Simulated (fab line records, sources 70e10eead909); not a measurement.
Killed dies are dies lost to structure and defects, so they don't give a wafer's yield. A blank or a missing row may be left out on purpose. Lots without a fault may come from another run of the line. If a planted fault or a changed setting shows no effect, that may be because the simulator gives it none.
fab line records	flow nandHarc
record: lots: 10	wafers: 30	lastDay: 33
route steps=1302 shown A_CONTACT@1011 END@1302
lots that met no fault: taken from a fault-free run of the same line
startH: start of the lot's first displayed wafer, in hours after the record's first day	waitH: hours since the lot's step before	" same as the row above	L1.1+2: a single row standing in for several wafers	- either no value or no given start	* or withheld: withheld	< > ~ a bound
route shown NAME@n: a module of which the file shows steps, and the number in the route of the first	usual: average and standard deviation across the fault-free wafers	same: alike in all rows	chamber/n: place in a boat	sites: each site's reading	_std_site: how widely they spread, as a standard deviation	_edge_site: outer sites' mean less inner sites'	radiusMm: for every site, how far away it sits from the centre of the wafer	mask NAME#n: copy n	behind: the tool/chamber that last shaped the wafer	hold: why the lot went on hold/how many hours it stayed there/how the hold came to an end	device: the transistor (n, p or np) that didn't switch	end of line: tests run on the same wafers once the route is complete	a step given without rows: its recipe and nothing more	killed: at the first sort, the dies lost to defects and structure; wafer yield is something else	map: a wafer's dies, x killed, . not, _ none there
set.NAME: the setting the step ran with; set.NAME@STEP: the setting that earlier step ran with	model.NAME: the simulator's own value behind a step, which no gauge read
a sample of lots followed through the steps of the route, with each step as a table and each wafer as a row
services: from which hour (startH, from the record's first day; less than 0 if before it) a tool's chamber was out of use, for how many hours, and why
== steps ==
step: NHARC_A_CONTACT_ETCH_117
recipe: sourceW: withheld	pressureMtorr: 20	biasV: 3000	timeS: 190	targetDepthA: 18500	arFlowSccm: withheld	c4f8FlowSccm: withheld	o2FlowSccm: withheld	chemistry: C4F8/O2/Ar
lot.wafer	tool	chamber	startH	waitH	rfHoursCounterH
L468.1	harCapEtch-03	0	502.79	0.2	42
L468.2	"	1	"	"	42
L468.6	"	1	"	"	-
L471.2	harCapEtch-03	1	514.40	0.2	46
L471.4	"	1	"	"	-
L471.6	"	0	"	"	-
L474.3	harCapEtch-03	0	547.90	0.1	-
L474.6	"	1	"	"	-
L474.5	"	0	"	"	-
L476.1	harCapEtch-03	0	583.67	0.2	59
L476.3	"	1	"	"	-
L476.5	"	0	"	"	-
L477.2	harCapEtch-02	1	591.43	0.1	100
L477.1	"	0	"	"	100
L477.5	"	0	"	"	-
L484.2	harCapEtch-03	1	647.34	0.1	72
L484.3	"	0	"	"	-
L484.6	"	1	"	"	-
L485.2	harCapEtch-03	1	667.87	0.1	76
L485.3	"	1	"	"	-
L485.6	"	1	"	"	-
L488.1	harCapEtch-01	1	684.64	0.1	30
L488.3	"	0	"	"	-
L488.6	"	1	"	"	-
L489.1	harCapEtch-01	1	707.35	0.1	34
L489.4	"	1	"	"	-
L489.5	"	1	"	"	-
L491.2	harCapEtch-01	1	726.31	0.1	36
L491.4	"	1	"	"	-
L491.5	"	0	"	"	-
step: NHARC_A_CONTACT_ETCH_102
recipe: targetDepthA: 1000	overetchA: 100	timeS: 55	ionEnergyEv: 100	cf4FlowSccm: 80	o2FlowSccm: 20	arFlowSccm: 0	rfW: 300	biasW: 100	chemistry: CF4/O2
usual: drypumpMotorCurrentA: 5.6/0.47	oesProductAu: 1.001/0.0093	rfFwdPowerW: 296.5/1.4	rfVppV: 197.4/1.3	showerheadPlenumPTorr: 1.31/0.053	throttleValvePct: 13.397/0.01
lot.wafer	tool	chamber	startH	waitH	drypumpMotorCurrentA	oesProductAu	rfFwdPowerW	rfHoursCounterH	rfVppV	showerheadPlenumPTorr	throttleValvePct
L468.1	rieDiel-13	2	505.82	0.1	5.6	1.014	296.7	64	196.9	1.28	13.369
L468.2	"	0	"	"	6.5	1.033	297.4	54	197.1	1.30	13.391
L468.6	"	3	"	"	5.2	0.991	295.9	-	198.7	1.43	13.421
L471.4	rieDiel-13	3	517.53	0.1	5.2	0.992	295.7	67	200.1	1.43	13.399
L471.2	"	0	"	"	6.5	1.010	296.4	58	196.7	1.30	13.421
L471.6	"	2	"	"	5.6	1.011	296.3	-	197.7	1.28	13.382
L474.3	rieDiel-11	1	550.53	0.0	6.3	0.984	296.8	35	197.7	1.31	13.404
L474.6	"	1	"	"	6.3	0.988	297.9	-	195.6	1.31	13.382
L474.5	"	2	"	"	5.3	1.006	296.6	-	195.8	1.28	13.387
L476.3	rieDiel-04	0	586.68	0.1	5.5	0.999	295.1	9	197.3	1.30	13.405
L476.1	"	1	"	"	5.2	1.004	296.3	8	196.3	1.26	13.402
L476.5	"	3	"	"	5.7	0.999	296.1	-	198.0	1.32	13.394
L477.2	rieDiel-04	3	594.01	0.1	5.7	1.006	298.9	9	197.8	1.32	13.397
L477.1	"	1	"	"	5.2	1.003	297.1	8	196.6	1.26	13.402
L477.5	"	2	"	"	5.7	1.017	294.4	-	198.6	1.32	13.399
L484.2	rieDiel-13	2	649.91	0.1	5.6	1.003	296.4	37	197.2	1.27	13.380
L484.3	"	3	"	"	5.2	1.006	295.5	47	199.3	1.42	13.398
L484.6	"	2	"	"	5.6	0.991	298.4	-	198.1	1.27	13.385
L485.3	rieDiel-04	0	670.38	0.1	5.5	1.010	297.6	19	196.7	1.29	13.374
L485.2	"	2	"	"	5.7	1.012	295.8	20	198.7	1.31	13.407
L485.6	"	1	"	"	5.2	0.997	296.4	-	196.1	1.26	13.404
L488.1	rieDiel-11	0	687.13	0.0	6.0	1.007	297.0	26	197.4	1.40	13.396
L488.3	"	1	"	"	6.3	1.002	298.9	25	197.1	1.30	13.405
L488.6	"	1	"	"	6.3	0.991	298.2	-	198.4	1.30	13.390
L489.4	rieDiel-11	0	709.91	0.1	6.0	0.997	299.6	33	199.1	1.40	13.399
L489.1	"	1	"	"	6.3	0.991	296.1	31	196.4	1.30	13.386
L489.5	"	3	"	"	6.2	0.997	296.2	-	199.4	1.41	13.389
L491.2	rieDiel-13	1	728.86	0.1	4.8	1.003	296.8	6	197.2	1.28	13.407
L491.4	"	2	"	"	5.6	1.010	296.4	6	195.9	1.26	13.385
L491.5	"	1	"	"	4.8	1.002	297.1	-	197.9	1.28	13.416
step: NHARC_A_CONTACT_OVL_MEAS_70
usual: overlayXNm: 0.3/0.99	overlayYNm: 0.2/1.1
lot.wafer	tool	chamber	startH	waitH	overlayXNm	overlayYNm
L468.1	overlay-01	-	512.22	-	1.4	0.2
L468.2	"	-	"	"	1.6	-0.7
L468.6	"	-	"	"	1.8	0.0
L471.2	overlay-01	-	522.26	-	-0.4	2.5
L471.4	"	-	"	"	-0.9	2.4
L471.6	"	-	"	"	-0.5	1.6
L474.3	overlay-01	-	560.20	-	-1.9	0.7
L474.5	"	-	"	"	-1.8	0.7
L474.6	"	-	"	"	-2.0	1.3
L476.1	overlay-01	-	594.89	-	0.5	-0.8
L476.3	"	-	"	"	0.4	-0.8
L476.5	"	-	"	"	0.4	-0.3
L477.1	overlay-01	-	601.38	-	-0.3	-0.5
L477.2	"	-	"	"	-0.7	-0.3
L477.5	"	-	"	"	0.1	-0.3
L484.2	overlay-02	-	654.52	-	-0.2	-1.3
L484.3	"	-	"	"	-0.8	-1.2
L484.6	"	-	"	"	-0.9	-1.7
L485.2	overlay-02	-	680.59	-	0.6	-0.9
L485.3	"	-	"	"	0.6	-0.7
L485.6	"	-	"	"	0.3	-0.9
L488.1	overlay-02	-	695.88	-	1.5	-0.9
L488.3	"	-	"	"	1.3	-0.8
L488.6	"	-	"	"	1.6	-0.8
L489.1	overlay-02	-	714.72	-	-0.2	1.6
L489.4	"	-	"	"	-0.2	2.0
L489.5	"	-	"	"	0.2	1.5
L491.2	overlay-01	-	734.02	-	0.3	-1.6
L491.4	"	-	"	"	0.8	-1.1
L491.5	"	-	"	"	0.8	-1.4
step: NHARC_A_CONTACT_DESCUM_74
recipe: timeS: 3	o2FlowSccm: 200	arFlowSccm: 0	biasPowerW: 0	chemistry: O2
usual: drypumpMotorCurrentA: 5.6/0.45	oesProductAu: 1.000/0.0098	rfVppV: 57.7/0.93	showerheadPlenumPTorr: 1.89/0.077	throttleValvePct: 11.311/0.0093
lot.wafer	tool	chamber	startH	waitH	hold	drypumpMotorCurrentA	oesProductAu	rfHoursCounterH	rfVppV	showerheadPlenumPTorr	throttleValvePct
L468.1	rieDiel-04	0	512.32	0.1	-	5.4	1.010	25	57.2	1.86	11.309
L468.2	"	3	"	"	-	5.7	0.994	23	57.0	1.90	11.329
L468.6	"	0	"	"	-	5.5	1.017	-	56.8	1.86	11.339
L471.2	rieDiel-04	2	522.51	0.2	-	5.7	1.018	30	57.2	1.89	11.298
L471.4	"	3	"	"	-	5.7	1.000	26	57.3	1.90	11.311
L471.6	"	0	"	"	-	5.5	1.012	-	58.4	1.86	11.316
L474.3	rieDiel-04	0	560.29	0.1	-	5.4	1.002	3	56.8	1.86	11.303
L474.5	"	0	"	"	-	5.4	0.998	-	56.4	1.86	11.305
L474.6	"	1	"	"	-	5.2	0.988	-	57.3	1.80	11.316
L476.1	rieDiel-11	0	594.98	0.1	-	6.0	1.006	52	58.4	2.02	11.295
L476.3	"	2	"	"	-	5.3	1.016	51	57.0	1.83	11.310
L476.5	"	1	"	"	-	6.3	0.982	-	57.1	1.87	11.302
L477.1	rieDiel-04	3	601.49	0.1	-	5.7	1.002	10	57.9	1.89	11.320
L477.2	"	0	"	"	-	5.5	0.989	9	58.0	1.86	11.319
L477.5	"	1	"	"	-	5.2	0.999	-	57.1	1.80	11.308
L484.3	rieDiel-04	1	659.48	4.7	awaitDispo/4.7h/release	5.2	0.999	16	58.7	1.80	11.311
L484.2	"	2	"	"	awaitDispo/4.7h/release	5.7	1.010	17	57.3	1.88	11.308
L484.6	"	0	"	"	awaitDispo/4.7h/release	5.5	0.996	-	56.1	1.85	11.315
L485.3	rieDiel-04	1	690.82	10.0	awaitDispo/9.9h/release	5.2	0.994	21	57.3	1.80	11.298
L485.2	"	2	"	"	awaitDispo/9.9h/release	5.7	1.015	21	56.3	1.88	11.322
L485.6	"	3	"	"	awaitDispo/9.9h/release	5.7	0.993	-	57.1	1.89	11.302
L488.3	rieDiel-11	0	695.98	0.1	-	6.0	0.997	27	56.3	2.01	11.317
L488.1	"	1	"	"	-	6.3	0.988	26	58.8	1.86	11.310
L488.6	"	1	"	"	-	6.3	0.976	-	58.4	1.86	11.311
L489.4	rieDiel-13	1	714.84	0.1	-	4.8	0.997	2	57.2	1.83	11.293
L489.1	"	2	"	"	-	5.6	1.007	2	57.4	1.81	11.302
L489.5	"	0	"	"	-	6.5	1.008	-	57.9	1.84	11.297
L491.2	rieDiel-13	0	734.13	0.1	-	6.5	1.026	7	58.6	1.84	11.297
L491.4	"	1	"	"	-	4.8	1.000	7	57.8	1.83	11.304
L491.5	"	3	"	"	-	5.2	1.006	-	56.7	2.03	11.313
step: NHARC_A_CONTACT_ETCH_76
recipe: targetDepthA: 2600	overEtchFrac: 0.3	timeS: 475.3	ionEnergyEv: 200	n2FlowSccm: 150	h2FlowSccm: 150	arFlowSccm: 0	rfW: 400	biasW: 150	chemistry: N2/H2
usual: drypumpMotorCurrentA: 5.6/0.44	oesProductAu: 1.001/0.0093	rfFwdPowerW: 399.1/1.2	rfVppV: 429.8/2.3	showerheadPlenumPTorr: 2.01/0.084	throttleValvePct: 14.171/0.009
lot.wafer	tool	chamber	startH	waitH	drypumpMotorCurrentA	oesProductAu	rfFwdPowerW	rfHoursCounterH	rfVppV	showerheadPlenumPTorr	throttleValvePct
L468.1	rieDiel-04	2	-	-	5.7	1.017	399.5	26	429.9	2.02	14.176
L468.2	"	0	"	"	5.5	1.001	398.4	25	428.3	1.98	14.156
L468.6	"	2	"	"	5.7	1.007	399.1	-	429.3	2.02	14.171
L471.4	rieDiel-04	0	-	-	5.5	1.017	398.6	28	428.9	1.98	14.170
L471.2	"	3	"	"	5.7	0.996	397.8	26	431.7	2.02	14.164
L471.6	"	0	"	"	5.5	1.006	399.8	-	428.6	1.98	14.156
L474.3	rieDiel-04	1	-	-	5.2	0.995	397.3	3	427.5	1.92	14.164
L474.5	"	3	"	"	5.7	1.001	400.0	-	429.3	2.02	14.185
L474.6	"	0	"	"	5.5	0.993	398.4	-	430.4	1.98	14.172
L476.1	rieDiel-11	0	-	-	6.0	0.999	398.2	52	434.9	2.16	14.171
L476.3	"	1	"	"	6.3	0.985	399.1	51	430.9	2.00	14.161
L476.5	"	2	"	"	5.3	1.016	399.9	-	427.9	1.95	14.155
L477.1	rieDiel-04	2	-	-	5.7	1.010	398.1	10	429.4	2.01	14.184
L477.2	"	3	"	"	5.7	1.000	400.5	10	430.5	2.02	14.168
L477.5	"	2	"	"	5.7	1.015	397.1	-	429.5	2.01	14.168
L484.2	rieDiel-04	1	-	-	5.2	0.993	399.5	16	425.4	1.91	14.175
L484.3	"	3	"	"	5.7	0.988	398.9	18	428.5	2.02	14.172
L484.6	"	2	"	"	5.7	1.007	399.8	-	429.5	2.01	14.181
L485.3	rieDiel-04	1	-	-	5.2	0.990	398.1	21	425.5	1.91	14.145
L485.2	"	2	"	"	5.7	1.017	398.1	21	429.8	2.01	14.178
L485.6	"	0	"	"	5.4	1.004	400.3	-	427.9	1.97	14.160
L488.1	rieDiel-11	0	-	-	6.0	0.999	400.5	27	435.0	2.15	14.165
L488.3	"	1	"	"	6.3	0.995	399.7	26	429.3	1.99	14.148
L488.6	"	2	"	"	5.3	1.015	401.2	-	427.4	1.94	14.174
L489.1	rieDiel-13	3	-	-	5.2	1.002	398.1	2	433.8	2.17	14.181
L489.4	"	1	"	"	4.8	1.005	400.9	2	427.9	1.95	14.164
L489.5	"	3	"	"	5.3	1.006	401.0	-	432.7	2.17	14.165
L491.2	rieDiel-13	0	-	-	6.5	1.009	399.2	7	428.8	1.96	14.180
L491.4	"	1	"	"	4.8	1.017	398.1	7	427.7	1.95	14.173
L491.5	"	0	"	"	6.5	1.006	399.7	-	429.4	1.96	14.174
step: NHARC_END_SORT_01
recipe: tempC: 25
usual: killedAtArray: 55/20	killedAtOther: 0.7/0.96	killedAtPeriphery: 4.1/2.4	killedDies: 60/20	killedOpen: 3.3/1.9	killedShort: 2.8/1.6
same: grossDies: 677
lot.wafer	tool	chamber	startH	waitH	killedAtArray	killedAtOther	killedAtPeriphery	killedDies	killedOpen	killedShort
L468.1	prober-01	0	575.67	2.5	67	0	10	77	5	4
L468.2	prober-01	0	576.48	2.8	65	0	6	71	1	4
L468.6	prober-01	0	579.73	4.1	72	0	6	78	5	5
L471.2	prober-01	0	584.33	2.8	37	3	3	43	2	2
L471.4	prober-01	0	585.94	3.4	44	0	1	45	1	3
L471.6	prober-01	0	587.54	4.0	39	2	5	46	5	2
L474.3	prober-01	0	622.71	3.0	56	0	4	60	2	4
L474.5	prober-01	0	624.26	3.6	72	3	8	83	2	1
L474.6	prober-01	0	625.04	3.9	73	0	1	74	2	2
L476.1	prober-01	0	654.56	2.5	86	1	2	89	6	3
L476.3	prober-01	0	656.14	3.1	91	3	2	96	9	2
L476.5	prober-01	0	657.72	3.7	74	1	6	81	3	3
L477.1	prober-01	0	662.32	2.5	25	1	8	34	5	1
L477.2	prober-01	0	663.11	2.8	31	0	6	37	3	1
L477.5	prober-01	0	665.48	3.7	19	0	8	27	2	4
L484.2	prober-01	0	726.57	2.8	167	2	1	170	1	0
L484.3	prober-01	0	727.37	3.1	132	2	1	135	6	3
L484.6	prober-01	0	729.77	4.0	165	0	2	167	4	3
L488.1	prober-01	0	761.77	2.5	33	2	2	37	5	3
L488.3	prober-01	0	763.37	3.1	23	2	3	28	1	2
L488.6	prober-01	0	765.77	4.0	30	1	2	33	2	1
L485.2	prober-01	0	767.39	2.8	145	0	7	152	2	1
L485.3	prober-01	0	768.19	3.1	140	0	1	141	3	0
L485.6	prober-01	0	770.59	4.0	163	0	8	171	6	6
L489.1	prober-02	0	782.76	2.5	45	0	5	50	6	2
L489.4	prober-02	0	785.17	3.4	47	0	2	49	3	3
L489.5	prober-02	0	785.98	3.7	44	0	2	46	2	3
L491.2	prober-01	0	799.02	2.8	78	1	2	81	2	9
L491.4	prober-01	0	800.61	3.4	63	0	3	66	4	4
L491.5	prober-01	0	801.40	3.7	64	0	5	69	2	3
killed by level:class
L468.1 A_CHANNEL_HOLE_D1:chamberFilmFlake=26 A_CHANNEL_HOLE_D2:chamberFilmFlake=16 P_GATE:chamberFilmFlake=9 A_BONDPAD:chamberFilmFlake=7 A_CONTACT:chamberFilmFlake=4 A_STAIRCASE:chamberFilmFlake=3 A_ONON_D1:geometricParticle:open=2 A_ONON_D2:geometricParticle:open=2
L468.2 A_CHANNEL_HOLE_D2:chamberFilmFlake=28 A_CHANNEL_HOLE_D1:chamberFilmFlake=23 P_M1:chamberFilmFlake=3 A_STAIRCASE:chamberFilmFlake=3 A_BONDPAD:chamberFilmFlake=3 A_CHANNEL_FILL_D2:geometricParticle:short=2 P_GATE:chamberFilmFlake=2 A_CONTACT:chamberFilmFlake=2
L468.6 A_CHANNEL_HOLE_D1:chamberFilmFlake=30 A_CHANNEL_HOLE_D2:chamberFilmFlake=24 A_BONDPAD:chamberFilmFlake=5 P_M1:chamberFilmFlake=4 A_CHANNEL_FILL_D2:geometricParticle:open=3 A_DECK1_JOINT:geometricParticle:short=2 A_STAIRCASE:chamberFilmFlake=2 A_CONTACT:chamberFilmFlake=2
L471.2 A_CHANNEL_HOLE_D2:chamberFilmFlake=22 A_CHANNEL_FILL_D2:chamberFilmFlake=4 A_CONTACT:chamberFilmFlake=4 THIN_TSV:chamberFilmFlake=3 A_STAIRCASE:chamberFilmFlake=2 P_GATE:geometricParticle:short=1 P_GATE:geometricParticle:open=1 A_ONON_D2:geometricParticle:short=1
L471.4 A_CHANNEL_HOLE_D2:chamberFilmFlake=36 A_ONON_D1:geometricParticle:short=1 A_ONON_D2:geometricParticle:short=1 A_CHANNEL_FILL_D2:geometricParticle:short=1 A_BLC:geometricParticle:open=1 P_M2:chamberFilmFlake=1 A_CHANNEL_HOLE_D1:chamberFilmFlake=1 A_CHANNEL_FILL_D2:chamberFilmFlake=1
L471.6 A_CHANNEL_HOLE_D2:chamberFilmFlake=30 P_M2:chamberFilmFlake=2 THIN_TSV:chamberFilmFlake=2 P_STI:geometricParticle:open=1 P_GATE:geometricParticle:open=1 P_CONTACT:geometricParticle:open=1 A_CHANNEL_FILL_D1:geometricParticle:short=1 A_CHANNEL_FILL_D1:geometricParticle:open=1
L474.3 A_CHANNEL_HOLE_D2:chamberFilmFlake=25 A_SLIT:chamberFilmFlake=21 A_CHANNEL_FILL_D1:geometricParticle:short=2 A_WL_FILL:geometricParticle:short=2 P_ZERO_WELL:chamberFilmFlake=2 A_CHANNEL_HOLE_D1:chamberFilmFlake=2 P_M0:geometricParticle:open=1 A_WL_FILL:geometricParticle:open=1
L474.5 A_CHANNEL_HOLE_D2:chamberFilmFlake=36 A_SLIT:chamberFilmFlake=24 P_ZERO_WELL:chamberFilmFlake=5 A_DECK1_JOINT:chamberFilmFlake=4 THIN_TSV:chamberFilmFlake=3 A_STAIRCASE:chamberFilmFlake=2 A_WL_FILL:chamberFilmFlake=2 P_CONTACT:geometricParticle:open=1
L474.6 A_CHANNEL_HOLE_D2:chamberFilmFlake=30 A_SLIT:chamberFilmFlake=26 A_DECK1_JOINT:chamberFilmFlake=4 A_CHANNEL_HOLE_D1:chamberFilmFlake=3 A_STAIRCASE:chamberFilmFlake=3 A_SOURCE_PLATE:geometricParticle:open=1 A_ONON_D2:geometricParticle:short=1 A_CHANNEL_FILL_D2:geometricParticle:open=1
L476.1 A_CHANNEL_HOLE_D1:chamberFilmFlake=29 A_SLIT:chamberFilmFlake=28 A_CHANNEL_HOLE_D2:chamberFilmFlake=12 A_STAIRCASE:chamberFilmFlake=3 A_CHANNEL_FILL_D1:geometricParticle:open=2 A_WL_FILL:geometricParticle:short=2 A_DECK1_JOINT:chamberFilmFlake=2 A_CHANNEL_FILL_D1:geometricParticle:short=1
L476.3 A_CHANNEL_HOLE_D1:chamberFilmFlake=32 A_SLIT:chamberFilmFlake=26 A_CHANNEL_HOLE_D2:chamberFilmFlake=16 A_DECK1_JOINT:geometricParticle:open=3 THIN_TSV:chamberFilmFlake=3 A_STAIRCASE:chamberFilmFlake=3 P_STI:geometricParticle:short=1 A_CHANNEL_FILL_D1:geometricParticle:open=1
L476.5 A_CHANNEL_HOLE_D1:chamberFilmFlake=32 A_SLIT:chamberFilmFlake=18 A_CHANNEL_HOLE_D2:chamberFilmFlake=9 A_STAIRCASE:chamberFilmFlake=5 A_CHANNEL_FILL_D2:chamberFilmFlake=2 A_CONTACT:chamberFilmFlake=2 P_CONTACT:geometricParticle:open=1 P_M0:geometricParticle:short=1
L477.1 A_CHANNEL_HOLE_D2:chamberFilmFlake=10 A_CHANNEL_HOLE_D1:chamberFilmFlake=6 A_STAIRCASE:chamberFilmFlake=5 P_M2:chamberFilmFlake=4 P_CONTACT:geometricParticle:open=2 P_GATE:geometricParticle:open=1 P_M0:geometricParticle:open=1 A_ONON_D1:geometricParticle:open=1
L477.2 A_CHANNEL_HOLE_D2:chamberFilmFlake=18 A_STAIRCASE:chamberFilmFlake=4 A_CHANNEL_HOLE_D1:chamberFilmFlake=3 A_CONTACT:chamberFilmFlake=3 P_STI:chamberFilmFlake=2 P_M2:chamberFilmFlake=2 P_M0:geometricParticle:open=1 P_M1:geometricParticle:short=1
L477.5 A_CHANNEL_HOLE_D2:chamberFilmFlake=7 P_M2:chamberFilmFlake=4 A_CHANNEL_HOLE_D1:chamberFilmFlake=4 A_BLC:geometricParticle:open=2 A_STAIRCASE:chamberFilmFlake=2 P_M2:geometricParticle:short=1 A_CHANNEL_FILL_D2:geometricParticle:short=1 A_WL_FILL:geometricParticle:short=1
L484.2 A_CONTACT:unspecified=81 A_SLIT:chamberFilmFlake=32 A_CHANNEL_HOLE_D1:chamberFilmFlake=29 A_CHANNEL_HOLE_D2:chamberFilmFlake=19 A_CONTACT:chamberFilmFlake=3 A_STAIRCASE:chamberFilmFlake=2 THIN_TSV:chamberFilmFlake=2 A_WL_FILL:geometricParticle:open=1
L484.3 A_CONTACT:unspecified=58 A_SLIT:chamberFilmFlake=24 A_CHANNEL_HOLE_D1:chamberFilmFlake=19 A_CHANNEL_HOLE_D2:chamberFilmFlake=18 A_CONTACT:chamberFilmFlake=3 A_BLC:geometricParticle:open=2 A_CHANNEL_HOLE_D1:geometricParticle:short=1 A_DECK1_JOINT:geometricParticle:short=1
L484.6 A_CONTACT:unspecified=83 A_CHANNEL_HOLE_D1:chamberFilmFlake=30 A_SLIT:chamberFilmFlake=27 A_CHANNEL_HOLE_D2:chamberFilmFlake=12 A_CONTACT:chamberFilmFlake=3 A_CHANNEL_HOLE_D1:geometricParticle:short=1 A_ONON_D2:geometricParticle:short=1 A_WL_FILL:geometricParticle:open=1
L488.1 A_CHANNEL_HOLE_D1:chamberFilmFlake=14 A_SLIT:chamberFilmFlake=5 A_CONTACT:chamberFilmFlake=4 A_WL_FILL:geometricParticle:short=2 A_WL_FILL:geometricParticle:open=2 P_ZERO_WELL:geometricParticle:open=1 A_SOURCE_PLATE:geometricParticle:open=1 A_ONON_D1:geometricParticle:open=1
L488.3 A_CHANNEL_HOLE_D1:chamberFilmFlake=14 A_CONTACT:chamberFilmFlake=4 P_STI:chamberFilmFlake=2 THIN_TSV:chamberFilmFlake=2 P_M0:geometricParticle:short=1 A_CHANNEL_FILL_D2:geometricParticle:open=1 A_M1:geometricParticle:short=1 A_ZERO_WELL:chamberFilmFlake=1
L488.6 A_CHANNEL_HOLE_D1:chamberFilmFlake=13 A_SLIT:chamberFilmFlake=6 A_CONTACT:chamberFilmFlake=3 A_CHANNEL_FILL_D2:geometricParticle:open=1 A_WL_FILL:geometricParticle:short=1 A_CONTACT:geometricParticle:open=1 P_ZERO_WELL:chamberFilmFlake=1 P_M1:chamberFilmFlake=1
L485.2 A_CONTACT:unspecified=85 A_CHANNEL_HOLE_D1:chamberFilmFlake=28 A_CHANNEL_HOLE_D2:chamberFilmFlake=20 A_CONTACT:chamberFilmFlake=5 P_GATE:chamberFilmFlake=3 A_STAIRCASE:chamberFilmFlake=3 P_STI:chamberFilmFlake=2 P_CONTACT:geometricParticle:short=1
L485.3 A_CONTACT:unspecified=77 A_CHANNEL_HOLE_D1:chamberFilmFlake=31 A_CHANNEL_HOLE_D2:chamberFilmFlake=16 A_STAIRCASE:chamberFilmFlake=6 A_CONTACT:chamberFilmFlake=4 A_SLIT:chamberFilmFlake=3 A_SOURCE_PLATE:geometricParticle:open=1 A_DECK1_JOINT:geometricParticle:open=1
L485.6 A_CONTACT:unspecified=79 A_CHANNEL_HOLE_D1:chamberFilmFlake=29 A_CHANNEL_HOLE_D2:chamberFilmFlake=23 A_STAIRCASE:chamberFilmFlake=11 P_GATE:chamberFilmFlake=5 A_CONTACT:chamberFilmFlake=4 A_SLIT:chamberFilmFlake=4 P_STI:chamberFilmFlake=3
L489.1 A_CHANNEL_HOLE_D1:chamberFilmFlake=19 A_CONTACT:chamberFilmFlake=9 A_SLIT:chamberFilmFlake=6 P_ZERO_WELL:chamberFilmFlake=4 A_WL_FILL:geometricParticle:open=2 A_CHANNEL_FILL_D2:chamberFilmFlake=2 A_STAIRCASE:chamberFilmFlake=2 P_CONTACT:geometricParticle:open=1
L489.4 A_CHANNEL_HOLE_D1:chamberFilmFlake=16 A_SLIT:chamberFilmFlake=10 A_CHANNEL_FILL_D2:chamberFilmFlake=7 A_STAIRCASE:chamberFilmFlake=3 A_CONTACT:chamberFilmFlake=3 P_M0:geometricParticle:open=1 A_CHANNEL_FILL_D1:geometricParticle:short=1 A_ONON_D2:geometricParticle:open=1
L489.5 A_CHANNEL_HOLE_D1:chamberFilmFlake=15 A_SLIT:chamberFilmFlake=14 A_CONTACT:chamberFilmFlake=6 A_CHANNEL_FILL_D1:geometricParticle:short=2 P_ZERO_WELL:chamberFilmFlake=2 A_CHANNEL_FILL_D2:chamberFilmFlake=2 A_STAIRCASE:chamberFilmFlake=2 A_ONON_D2:geometricParticle:short=1
L491.2 A_CHANNEL_HOLE_D2:chamberFilmFlake=29 A_CHANNEL_HOLE_D1:chamberFilmFlake=23 A_SLIT:chamberFilmFlake=7 A_CONTACT:chamberFilmFlake=4 A_CHANNEL_FILL_D2:geometricParticle:short=2 A_WL_FILL:geometricParticle:short=2 A_STAIRCASE:chamberFilmFlake=2 A_SGD_CUT:chamberFilmFlake=2
L491.4 A_CHANNEL_HOLE_D2:chamberFilmFlake=27 A_CHANNEL_HOLE_D1:chamberFilmFlake=8 A_SLIT:chamberFilmFlake=8 A_STAIRCASE:chamberFilmFlake=5 A_SGD_CUT:chamberFilmFlake=3 A_WL_FILL:geometricParticle:open=2 P_M0:chamberFilmFlake=2 A_CONTACT:chamberFilmFlake=2
L491.5 A_CHANNEL_HOLE_D2:chamberFilmFlake=23 A_SLIT:chamberFilmFlake=12 A_CHANNEL_HOLE_D1:chamberFilmFlake=8 A_CONTACT:chamberFilmFlake=7 A_STAIRCASE:chamberFilmFlake=5 P_M0:chamberFilmFlake=3 P_GATE:chamberFilmFlake=2 A_CHANNEL_FILL_D2:chamberFilmFlake=2
== services ==
tool	chamber	startH	hours	kind
rieDiel-11	-	480.17	0.7	repair
rieDiel-11	2	485.48	1.2	repair
rieDiel-04	0	486.61	-	clean
rieDiel-04	1	486.61	-	clean
rieDiel-04	2	486.61	-	clean
rieDiel-04	3	486.61	-	clean
rieDiel-04	3	496.33	4.9	repair
harCapEtch-01	-	499.38	17.0	pm
rieDiel-04	0	511.85	-	clean
rieDiel-04	1	511.85	-	clean
rieDiel-04	2	511.85	-	clean
rieDiel-04	-	516.83	0.2	repair
rieDiel-13	-	520.02	9.0	pm
harCapEtch-02	-	544.62	0.4	repair
rieDiel-11	0	544.89	2.9	repair
harCapEtch-03	-	586.65	1.4	repair
rieDiel-04	0	592.26	5.9	repair
rieDiel-04	-	606.46	0.9	repair
rieDiel-11	-	609.72	9.0	pm
rieDiel-13	2	637.12	12.7	repair
rieDiel-11	1	656.74	4.0	repair
rieDiel-13	-	697.13	9.0	pm
rieDiel-04	-	709.19	9.0	pm
rieDiel-11	3	724.71	9.8	repair
== key ==
firstSign: step: NHARC_END_SORT_01	reading: killedDies	direction: up	sigmas: 4.8	usual: 60	struck: 156
effect: step: NHARC_END_SORT_01	reading: killedAtArray	direction: up	sigmas: 4.8	usual: 55	struck: 152
moreKillsBornAt: NHARC_A_CONTACT_ETCH_117@harCapEtch-03: 459
metAt NHARC_A_CONTACT_ETCH_117
struckLots L484,L485
testerLeftOut L484,L485
notActingAt NHARC_A_CONTACT_ETCH_102,NHARC_A_CONTACT_OVL_MEAS_70,NHARC_A_CONTACT_ETCH_76
onsetBetween 583.67 647.34
fault: kind: chamberParticleSource	tool: harCapEtch-03	chamber: -	onsetH: 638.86	steps: NHARC_A_CONTACT_ETCH_117	ratePerVisitCm2: 0.69299	endH: 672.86
testerLeftOut: of these lots the tester's yield and bins aren't shown, on N5 and GAA mostly nor the transistor test; their killed dies are dies lost to structure and defects alone, not to doping, threshold or leakage, so they don't give the yield
